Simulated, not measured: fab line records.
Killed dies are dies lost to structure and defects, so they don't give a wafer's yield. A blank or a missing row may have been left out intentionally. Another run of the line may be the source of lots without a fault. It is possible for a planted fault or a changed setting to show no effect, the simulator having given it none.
Chamber matching -- flow n5Finfet -- rieDiel-01 running N5_BEOL_M8_ETCH_62: 4 sister chambers
The step etches SOC in N2/H2, target depth 110 nm, overetch 22 nm, time 165 s. 4 wafers are shown with their chamber, then 7 later ones without.

== WAFERS WITH THEIR CHAMBER ==
wafer,chamber,showerheadPlenumPTorr (Torr)
L083.4,0,2.45
L083.6,2,2.55
L088.2,1,2.53
L088.4,3,2.51

== WAFERS WITH NO CHAMBER GIVEN ==
wafer,showerheadPlenumPTorr (Torr)
L088.5,2.51
L092.2,2.50
L092.3,2.52
L092.6,2.54
L096.1,2.43
L096.2,2.51
L096.5,2.43

== CHAMBER TAKEN BY EACH ==
wafer,from the rows above,in truth
L088.5,can't be placed: 3 or 1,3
L092.2,can't be placed: 3 or 1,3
L092.3,can't be placed: 1 or 3 or 2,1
L092.6,can't be placed: 2 or 1 or 3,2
L096.1,0,0
L096.2,can't be placed: 3 or 1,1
L096.5,0,0
Placed correctly: 2 of 7. Can't be placed from these rows: 5 (the true chamber is among the candidates in 5). Wrongly placed: 0.
How it was worked out, from the rows above alone: a wafer's distance from a chamber is the root of the sum, over the readings, of the square of ((its reading less the chamber's mean) divided by the reading's scatter). If the next closest chamber is less than 2 further off than the closest, the wafer can't be placed; otherwise it belongs to the closest. A chamber's mean is the mean of its shown wafers. The scatter: root of mean squared gap, hidden wafer to nearest shown wafer, with one shown wafer a chamber.
